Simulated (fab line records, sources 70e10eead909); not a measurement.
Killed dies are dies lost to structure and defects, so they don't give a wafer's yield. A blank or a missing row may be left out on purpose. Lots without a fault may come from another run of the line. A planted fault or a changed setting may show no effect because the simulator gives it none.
fab line records | flow nand_harc
record lots=13 wafers=39 last_day=33
route steps=1302 shown P_STI@83 P_GATE@131 END@1302
lots that met no fault: from a run of the same line without faults
start_h: hours from the record's first day to the start of the lot's first wafer shown | wait_h: hours since the lot's step before | " the same as in the row above | L1.1+2: a row that stands for several wafers | - no value, or no start given | * or withheld: withheld | < > ~ a bound
route shown NAME@n: a module of which the file shows steps, and the number in the route of the first | usual: mean/standard deviation of fault-free wafers | same: alike in all rows | chamber/n: place in a boat | sites: the reading at each site | _std_site: their standard deviation | _edge_site: outer sites' mean less inner sites' | radius_mm: how far each site lies from the wafer's centre | mask NAME#n: copy n | behind: the tool/chamber that last shaped the wafer | hold: why the lot was held/for how many hours/how that ended | device: the transistor (n, p or np) that didn't switch | end of line: the same wafers' tests at the end of the route | a step without rows: its recipe alone | killed: dies lost to structure and defects at the first sort, not the wafer's yield | map: a wafer's dies, x killed, . not, _ none there
set.NAME: the setting as run; set.NAME@STEP: as run at that earlier step | model.NAME: the simulator's own value behind a step, which no gauge read
steps of the route over a sample of lots; a table a step, a row a wafer
services: from which hour (start_h, from the record's first day; less than 0 if before it) a tool's chamber was out of use, for how many hours, and why
## steps
# step NHARC_P_STI_CD_MEAS_09
# recipe target_cd_nm=200 landing_energy_ev=500
# usual cd_nm=199.2/1.7
# columns lot.wafer tool chamber start_h wait_h cd_nm
L659.1 cd_sem-01 0 45.02 - 200.0
L659.2 " 0 " " 198.3
L659.6 " 0 " " 197.8
L661.1 cd_sem-03 0 64.50 - 201.5
L661.2 " 0 " " 199.1
L661.5 " 0 " " 198.9
L664.1 cd_sem-03 0 92.56 - 201.3
L664.2 " 0 " " 198.9
L664.5 " 0 " " 198.6
L666.1 cd_sem-03 0 114.08 - 198.1
L666.3 " 0 " " 199.0
L666.6 " 0 " " 199.5
L668.1 cd_sem-01 0 133.97 - 199.2
L668.2 " 0 " " 201.2
L668.5 " 0 " " 194.2
L674.1 cd_sem-02 0 193.92 - 197.0
L674.3 " 0 " " 196.8
L674.4 " 0 " " 197.6
L675.2 cd_sem-02 0 202.72 - 203.1
L675.3 " 0 " " 200.2
L675.6 " 0 " " 200.7
L676.2 cd_sem-02 0 212.76 - 197.5
L676.3 " 0 " " 196.9
L676.6 " 0 " " 199.1
L677.1 cd_sem-01 0 224.80 - 201.2
L677.5 " 0 " " 198.6
L677.6 " 0 " " 198.0
L678.2 cd_sem-02 0 234.83 - 197.6
L678.3 " 0 " " 201.3
L678.5 " 0 " " 199.0
L679.1 cd_sem-03 0 245.34 - 198.6
L679.3 " 0 " " 197.9
L679.6 " 0 " " 201.0
L680.1 cd_sem-03 0 256.05 - 199.8
L680.4 " 0 " " 199.9
L680.5 " 0 " " 198.7
L681.1 cd_sem-03 0 263.22 - 197.3
L681.3 " 0 " " 201.2
L681.4 " 0 " " 198.1
# step NHARC_P_STI_CMP_21
# recipe t_overpolish_s=20 target_thk_nm=380.67
# usual motor_current_A=12.2/1.3 overpolish_run_s=20.000/0.0088 slurry_filter_dp_kPa=13.50/0.14
# columns lot.wafer tool chamber start_h wait_h motor_current_A overpolish_run_s slurry_filter_dp_kPa
L659.1 cmp-04 1 67.95 0.4 11.1 19.985 13.55
L659.2 " 2 " " 11.2 20.013 13.43
L659.6 " 0 " " 12.4 19.987 13.45
L661.1 cmp-01 2 82.05 0.4 11.9 19.984 13.53
L661.2 " 3 " " 10.7 20.007 13.50
L661.5 " 1 " " 11.3 19.995 13.46
L664.1 cmp-03 0 111.15 0.4 13.0 20.003 13.29
L664.2 " 2 " " 11.5 19.989 13.50
L664.5 " 0 " " 13.5 19.996 13.56
L666.3 cmp-04 1 131.89 0.4 11.3 20.009 13.43
L666.1 " 3 " " 14.1 20.006 13.30
L666.6 " 2 " " 11.2 19.995 13.44
L668.2 cmp-04 0 153.53 0.5 12.8 20.000 13.49
L668.1 " 2 " " 12.0 20.002 13.31
L668.5 " 0 " " 12.5 20.001 13.64
L674.4 cmp-03 3 211.59 0.4 13.3 20.012 13.23
L674.3 " 0 " " 14.1 19.988 13.68
L674.1 " 1 " " 9.7 20.009 13.39
L675.3 cmp-04 3 222.13 0.4 13.3 19.994 13.49
L675.2 " 0 " " 12.3 19.999 13.37
L675.6 " 2 " " 10.9 20.005 13.37
L676.2 cmp-03 1 233.04 0.4 10.2 20.000 13.49
L676.3 " 2 " " 11.4 20.011 13.36
L676.6 " 2 " " 12.0 19.981 13.71
L677.1 cmp-01 3 246.06 0.4 10.4 20.020 13.61
L677.5 " 3 " " 10.8 19.995 13.49
L677.6 " 0 " " 13.3 19.983 13.27
L678.3 cmp-03 1 252.35 0.4 9.9 20.005 13.59
L678.2 " 3 " " 12.4 19.982 13.53
L678.5 " 2 " " 11.9 19.992 13.31
L679.3 cmp-04 2 263.43 0.4 11.0 19.991 13.65
L679.1 " 3 " " 14.7 20.000 13.49
L679.6 " 3 " " 14.5 19.995 13.44
L680.1 cmp-03 2 273.64 0.4 12.5 19.999 13.64
L680.4 " 3 " " 13.1 20.005 13.64
L680.5 " 2 " " 11.9 20.000 13.46
L681.3 cmp-04 2 281.47 0.4 11.7 19.995 13.71
L681.4 " 0 " " 12.3 20.004 13.50
L681.1 " 1 " " 10.8 20.007 13.53
# step NHARC_P_STI_INSPECT_25
# usual raw_defect_count=216/88
# columns lot.wafer tool chamber start_h wait_h raw_defect_count
L659.1 defect_inspect-01 - 78.07 0.4 701
L659.2 " - " " 292
L659.6 " - " " 512
L661.1 defect_inspect-01 - 89.95 0.4 312
L661.2 " - " " 384
L661.5 " - " " 472
L664.1 defect_inspect-01 - 119.36 0.4 252
L664.2 " - " " 229
L664.5 " - " " 144
L666.1 defect_inspect-01 - 137.04 0.4 151
L666.3 " - " " 230
L666.6 " - " " 134
L668.1 defect_inspect-01 - 161.25 0.4 187
L668.2 " - " " 215
L668.5 " - " " 114
L674.1 defect_inspect-02 - 218.74 0.4 111
L674.3 " - " " 92
L674.4 " - " " 146
L675.2 defect_inspect-02 - 231.30 0.4 79
L675.3 " - " " 245
L675.6 " - " " 173
L676.2 defect_inspect-01 - 241.54 0.4 208
L676.3 " - " " 295
L676.6 " - " " 186
L677.1 defect_inspect-02 - 255.57 0.4 199
L677.5 " - " " 235
L677.6 " - " " 232
L678.2 defect_inspect-02 - 260.30 0.4 277
L678.3 " - " " 183
L678.5 " - " " 247
L679.1 defect_inspect-01 - 271.92 0.4 359
L679.3 " - " " 205
L679.6 " - " " 365
L680.1 defect_inspect-01 - 281.59 0.4 203
L680.4 " - " " 250
L680.5 " - " " 202
L681.1 defect_inspect-02 - 289.47 0.4 207
L681.3 " - " " 204
L681.4 " - " " 237
# step NHARC_P_GATE_HM_DEP_102
# recipe target_thk_a=1200 temp_c=400 material=aC
# usual susceptor_temp_C=399.93/0.21 throttle_valve_pct=35.001/0.0085
# columns lot.wafer tool chamber start_h wait_h susceptor_temp_C throttle_valve_pct
L659.1 acl_dep-01 0 102.22 3.6 399.97 34.999
L659.2 " 0 " " 400.18 34.985
L659.6 " 0 " " 400.22 35.007
L661.1 acl_dep-02 0 113.02 2.2 400.13 35.012
L661.2 " 0 " " 399.90 34.994
L661.5 " 0 " " 399.81 34.991
L664.1 acl_dep-01 0 140.92 0.6 400.21 34.998
L664.2 " 0 " " 399.98 35.013
L664.5 " 0 " " 399.75 34.986
L666.1 acl_dep-02 0 159.13 1.1 - 34.996
L666.3 " 0 " " - 35.013
L666.6 " 0 " " - 35.006
L668.1 acl_dep-03 0 184.48 1.6 399.82 35.008
L668.2 " 0 " " 399.92 35.006
L668.5 " 0 " " 399.78 35.006
L674.1 acl_dep-01 - 241.98 2.3 - -
L674.3 " - " " - -
L674.4 " - " " - -
L675.2 acl_dep-01 - 256.76 4.7 - -
L675.3 " - " " - -
L675.6 " - " " - -
L676.2 acl_dep-02 - 264.72 2.2 - -
L676.3 " - " " - -
L676.6 " - " " - -
L677.1 acl_dep-03 0 277.45 0.9 400.02 34.995
L677.5 " 0 " " 399.92 35.004
L677.6 " 0 " " 399.71 35.014
L678.2 acl_dep-02 0 281.30 0.5 - 34.997
L678.3 " 0 " " - 35.004
L678.5 " 0 " " - 35.008
L679.1 acl_dep-02 0 296.05 3.2 - 35.003
L679.3 " 0 " " - 34.994
L679.6 " 0 " " - 34.989
L680.1 acl_dep-01 0 306.26 2.1 400.01 34.992
L680.4 " 0 " " 400.33 34.990
L680.5 " 0 " " 400.00 34.997
L681.1 acl_dep-02 0 310.50 0.4 399.88 35.021
L681.3 " 0 " " 399.82 35.011
L681.4 " 0 " " 400.04 35.020
# step NHARC_P_GATE_CD_MEAS_33
# usual cd_nm=121.6/2.6
# columns lot.wafer tool chamber start_h wait_h cd_nm
L659.1 cd_sem-01 - 104.58 0.1 123.0
L659.2 " - " " 122.0
L659.6 " - " " 119.3
L661.1 cd_sem-01 - 115.36 - 120.7
L661.2 " - " " 122.3
L661.5 " - " " 124.0
L664.1 cd_sem-01 - 143.25 - 124.5
L664.2 " - " " 124.7
L664.5 " - " " 121.4
L666.1 cd_sem-03 - 161.44 - 123.3
L666.3 " - " " 124.1
L666.6 " - " " 121.8
L668.1 cd_sem-01 - 186.82 - 120.4
L668.2 " - " " 124.3
L668.5 " - " " 124.8
L674.1 cd_sem-01 - 244.25 - -
L674.3 " - " " -
L674.4 " - " " -
L675.2 cd_sem-02 - 258.99 - -
L675.3 " - " " -
L675.6 " - " " -
L676.2 cd_sem-02 - 266.81 - -
L676.3 " - " " -
L676.6 " - " " -
L677.1 cd_sem-03 - 279.76 - 124.1
L677.5 " - " " 117.9
L677.6 " - " " 121.0
L678.2 cd_sem-02 - 283.51 - 121.1
L678.3 " - " " 118.0
L678.5 " - " " 123.3
L679.1 cd_sem-03 - 298.37 - 124.1
L679.3 " - " " 120.4
L679.6 " - " " 119.3
L680.1 cd_sem-02 - 308.61 - 120.6
L680.4 " - " " 122.3
L680.5 " - " " 119.5
L681.1 cd_sem-03 - 312.71 - 120.0
L681.3 " - " " 119.8
L681.4 " - " " 120.3
# step NHARC_P_GATE_INSPECT_68
# usual raw_defect_count=201/81
# columns lot.wafer tool chamber start_h wait_h raw_defect_count
L659.1 defect_inspect-02 - 122.02 0.2 648
L659.2 " - " " 247
L659.6 " - " " 500
L661.1 defect_inspect-01 - 132.90 0.2 319
L661.2 " - " " 348
L661.5 " - " " 294
L664.1 defect_inspect-01 - 162.80 0.2 243
L664.2 " - " " 211
L664.5 " - " " 139
L666.1 defect_inspect-02 - 179.81 0.2 150
L666.3 " - " " 210
L666.6 " - " " 111
L668.1 defect_inspect-02 - 204.39 0.2 187
L668.2 " - " " 237
L668.5 " - " " 111
L674.1 defect_inspect-01 - 262.86 0.2 3440
L674.3 " - " " 3420
L674.4 " - " " 3484
L675.2 defect_inspect-01 - 276.51 0.1 3386
L675.3 " - " " 3494
L675.6 " - " " 3577
L676.2 defect_inspect-01 - 286.42 0.1 3514
L676.3 " - " " 3638
L676.6 " - " " 3518
L677.1 defect_inspect-01 - 297.07 0.2 169
L677.5 " - " " 219
L677.6 " - " " 208
L678.2 defect_inspect-01 - 301.31 0.1 284
L678.3 " - " " 169
L678.5 " - " " 215
L679.1 defect_inspect-02 - 315.65 0.2 423
L679.3 " - " " 231
L679.6 " - " " 385
L680.1 defect_inspect-01 - 325.91 0.2 150
L680.4 " - " " 214
L680.5 " - " " 174
L681.1 defect_inspect-01 - 330.03 0.2 191
L681.3 " - " " 181
L681.4 " - " " 220
# step NHARC_END_SORT_01
# recipe temp_c=25
# usual killed_at_array=55/20 killed_at_other=0.7/0.96 killed_at_periphery=4.1/2.4 killed_dies=60/20 killed_open=3.3/1.9 killed_short=2.8/1.6
# same gross_dies=677
# columns lot.wafer tool chamber start_h wait_h killed_at_array killed_at_other killed_at_periphery killed_dies killed_open killed_short
L674.1 prober-02 0 696.13 2.5 6 0 671 677 0 0
L674.3 prober-02 0 697.69 3.1 3 0 674 677 0 0
L674.4 prober-02 0 698.48 3.4 10 0 667 677 1 0
L675.2 prober-01 0 714.26 2.8 10 0 667 677 0 0
L675.3 prober-01 0 715.06 3.1 10 0 667 677 0 0
L675.6 prober-01 0 717.47 4.0 15 0 662 677 1 1
L676.2 prober-01 0 741.12 2.8 9 0 668 677 0 0
L676.3 prober-01 0 741.92 3.1 8 0 669 677 0 0
L676.6 prober-01 0 744.32 4.0 10 0 667 677 1 1
L677.1 prober-01 0 748.13 2.5 93 0 1 94 3 3
L677.5 prober-01 0 751.34 3.7 83 0 0 83 1 0
L677.6 prober-01 0 752.14 4.0 95 0 1 96 3 4
# killed by level:class
L674.1 P_GATE:lost_pattern=671 A_CHANNEL_HOLE_D1:chamber_film_flake=6
L674.3 P_GATE:lost_pattern=674 A_CHANNEL_HOLE_D1:chamber_film_flake=3
L674.4 P_GATE:lost_pattern=666 A_CHANNEL_HOLE_D1:chamber_film_flake=8 A_CHANNEL_FILL_D2:geometric_particle:open=1 P_ZERO_WELL:chamber_film_flake=1 A_CHANNEL_FILL_D1:chamber_film_flake=1
L675.2 P_GATE:lost_pattern=667 A_SLIT:chamber_film_flake=5 A_CHANNEL_HOLE_D2:chamber_film_flake=3 A_CHANNEL_HOLE_D1:chamber_film_flake=2
L675.3 P_GATE:lost_pattern=666 A_SLIT:chamber_film_flake=6 A_CHANNEL_HOLE_D1:chamber_film_flake=2 A_CHANNEL_HOLE_D2:chamber_film_flake=2 P_GATE:chamber_film_flake=1
L675.6 P_GATE:lost_pattern=662 A_SLIT:chamber_film_flake=5 A_CHANNEL_HOLE_D1:chamber_film_flake=4 A_CHANNEL_HOLE_D2:chamber_film_flake=4 A_CHANNEL_HOLE_D1:geometric_particle:short=1 A_BLC:geometric_particle:open=1
L676.2 P_GATE:lost_pattern=668 A_CHANNEL_HOLE_D1:chamber_film_flake=5 A_CHANNEL_HOLE_D2:chamber_film_flake=3 A_STAIRCASE:chamber_film_flake=1
L676.3 P_GATE:lost_pattern=669 A_CONTACT:chamber_film_flake=3 A_CHANNEL_HOLE_D1:chamber_film_flake=3 A_CHANNEL_HOLE_D2:chamber_film_flake=2
L676.6 P_GATE:lost_pattern=666 A_CHANNEL_HOLE_D1:chamber_film_flake=3 A_CHANNEL_HOLE_D2:chamber_film_flake=2 A_ONON_D2:geometric_particle:open=1 A_CHANNEL_FILL_D2:geometric_particle:short=1 P_STI:chamber_film_flake=1 A_STAIRCASE:chamber_film_flake=1 A_CONTACT:chamber_film_flake=1
L677.1 A_SLIT:chamber_film_flake=30 A_CHANNEL_HOLE_D1:chamber_film_flake=27 A_CHANNEL_HOLE_D2:chamber_film_flake=21 A_CONTACT:chamber_film_flake=5 A_M0:geometric_particle:short=2 A_STAIRCASE:chamber_film_flake=2 A_CHANNEL_FILL_D1:geometric_particle:open=1 A_CHANNEL_HOLE_D2:geometric_particle:short=1
L677.5 A_CHANNEL_HOLE_D1:chamber_film_flake=30 A_SLIT:chamber_film_flake=25 A_CHANNEL_HOLE_D2:chamber_film_flake=23 A_CONTACT:chamber_film_flake=3 A_SGD_CUT:geometric_particle:open=1 A_STAIRCASE:chamber_film_flake=1
L677.6 A_CHANNEL_HOLE_D2:chamber_film_flake=29 A_CHANNEL_HOLE_D1:chamber_film_flake=26 A_SLIT:chamber_film_flake=25 A_CONTACT:chamber_film_flake=9 A_M0:geometric_particle:short=2 P_GATE:geometric_particle:open=1 A_ONON_D1:geometric_particle:open=1 A_SGD_CUT:geometric_particle:short=1
## services
# columns tool chamber start_h hours kind
cmp-01 - 44.31 2.1 repair
cmp-03 - 56.75 0.7 repair
acl_dep-02 - 61.16 13.0 pm
cmp-04 - 62.22 2.2 repair
cmp-03 - 64.00 4.0 pm
cmp-04 - 85.97 0.5 repair
cmp-01 - 90.32 4.0 pm
cmp-04 - 111.10 4.0 pm
acl_dep-03 - 120.65 13.0 pm
cmp-04 - 123.02 1.4 repair
cmp-03 - 127.34 74.2 repair
cmp-01 - 151.49 0.5 repair
cmp-04 - 174.86 2.9 repair
acl_dep-01 - 186.24 13.0 pm
cmp-01 - 188.32 4.0 pm
cmp-03 - 201.54 4.0 pm
cmp-01 - 206.10 2.3 repair
cmp-04 - 209.24 4.0 pm
cmp-04 - 224.24 0.6 repair
acl_dep-02 - 242.16 13.0 pm
cmp-04 - 260.51 2.2 repair
cmp-03 - 277.94 1.6 repair
cmp-03 - 299.54 4.0 pm
cmp-04 - 307.24 4.0 pm
## key
first_sign step=NHARC_P_GATE_HM_DEP_102 reading=tool_record direction=missing
effect step=NHARC_P_GATE_CD_MEAS_33 reading=cd_nm direction=missing
effect step=NHARC_P_GATE_INSPECT_68 reading=raw_defect_count direction=up sigmas=41 usual=201 struck=3497
effect step=NHARC_END_SORT_01 reading=killed_at_periphery direction=up sigmas=99+ usual=4.1 struck=668
met_at NHARC_P_GATE_HM_DEP_102
struck_lots L674,L675,L676
later_rows_left_out L674.1,L674.3,L674.4,L675.2,L675.3,L675.6,L676.2,L676.3,L676.6
tester_left_out L674,L675,L676
not_acting_at NHARC_P_STI_CD_MEAS_09,NHARC_P_STI_CMP_21,NHARC_P_STI_INSPECT_25
onset_between 159.13 241.98
fault kind=skipped_step_whole tool=acl_dep-01,acl_dep-02 chamber=- onset_h=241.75 steps=NHARC_P_GATE_HM_DEP_102 scope=struck_lots_only
# tester_left_out: of these lots the tester's yield and bins aren't shown, on N5 and GAA mostly nor the transistor test; their killed dies are dies lost to structure and defects alone, not to doping, threshold or leakage, so they don't give the yield
# later_rows_left_out: the simulator's readings of these wafers behind a module that went badly wrong aren't trusted and aren't shown, but for the sort
